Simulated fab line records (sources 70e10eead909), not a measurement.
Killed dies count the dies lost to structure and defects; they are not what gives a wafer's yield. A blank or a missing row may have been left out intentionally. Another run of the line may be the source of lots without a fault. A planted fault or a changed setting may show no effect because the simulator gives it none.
Struck lot and sound lot, side by side :: flow nand-harc :: 14 out of 1302 route steps
Sound: wafers L224.2, L224.4, L224.5. Struck: wafer L218.3. (L218.4, L218.6 of the same lot were not struck and are left out.) The cause comes at the end.
At each step with rows: each side's tool, then ch and its chambers, then its first start. Under that, the readings that differ: sound wafers :: struck wafers :: difference of the means :: sigmas: that difference in standard deviations of wafers without a fault.
alike: readings with means less than 2 such deviations apart, plus words and numbers identical on both sides. not compared: withheld readings, readings lacking a value on some wafer, bounds such as >300 that could conceal the same value, and numbers that have no deviation in the record and whose values overlap.
The two part at a step that has a row with sigmas, a row that says differs or no value, or rows on one side only. When numbers do not overlap yet have no deviation, they are printed without sigmas and do not part them. A reading that every wafer of one side lacks parts them only if that side has two wafers or more.

first, 2 steps without rows for these wafers: NHARC_A_SOURCE_PLATE_CVD_03 (deposits poly-Si, target thk 200 nm, time 4000 s); NHARC_A_SOURCE_PLATE_ANNEAL_05 (time 1800 s).
NHARC_A_SOURCE_PLATE_THK_MEAS_06: measures by ellipsometry.
  struck on film-metro-02, day 12 15:07; sound on film-metro-02, day 15 08:07
  alike: thk-nm
NHARC_A_SOURCE_PLATE_INSPECT_08:
  struck on defect-inspect-02, day 12 15:13; sound on defect-inspect-02, day 15 08:13
  alike: raw-defect-count
then NHARC_A_ONON_D1_DEP_00 (target thk 1000 nm), 1 step lacking rows for these wafers.
NHARC_A_ONON_D1_THK_MEAS_02: measures by ellipsometry.
  struck on film-metro-01, day 12 15:47; sound on film-metro-01, day 15 08:47
  alike: thk-nm
then NHARC_A_ONON_D1_DEP_03 (target thk 1000 nm), 1 step lacking rows for these wafers.
NHARC_A_ONON_D1_THK_MEAS_05: measures by ellipsometry.
  struck on film-metro-01, day 12 16:22; sound on film-metro-02, day 15 09:22
  alike: thk-nm
then NHARC_A_ONON_D1_DEP_06 (target thk 1000 nm), 1 step lacking rows for these wafers.
NHARC_A_ONON_D1_THK_MEAS_08: measures by ellipsometry.
  struck on film-metro-02, day 12 16:56; sound on film-metro-01, day 15 09:56
  alike: thk-nm
NHARC_A_ONON_D1_DEP_09: target thk 1000 nm.
  sound on pecvd-onon-04 ch 0, day 15 10:02; struck on pecvd-onon-04 ch 0, day 12 17:06
NHARC_A_ONON_D1_THK_MEAS_11: measures by ellipsometry.
  struck on film-metro-01, day 12 17:30; sound on film-metro-02, day 15 10:30
reading: thk-nm (nm)
sound: 1005 1005 1006
struck: 687
difference: -318
sigmas: -33
then NHARC_A_ONON_D1_DEP_12 (target thk 1000 nm), 1 step lacking rows for these wafers.
-- jump in the record: it breaks off in module A_ONON_D1 and resumes in module END (first step shown: number 1302 of the route), and 17 days separate the struck wafers' starts before and after --
NHARC_END_SORT_01:
  only the struck wafers appear in the record here, on prober-02 ch 0 at day 29 08:18; the sound ones have no rows

WHERE THEY PART
First at NHARC_A_ONON_D1_THK_MEAS_11; last, within this record, at NHARC_END_SORT_01.

WHY: what the simulator had put in
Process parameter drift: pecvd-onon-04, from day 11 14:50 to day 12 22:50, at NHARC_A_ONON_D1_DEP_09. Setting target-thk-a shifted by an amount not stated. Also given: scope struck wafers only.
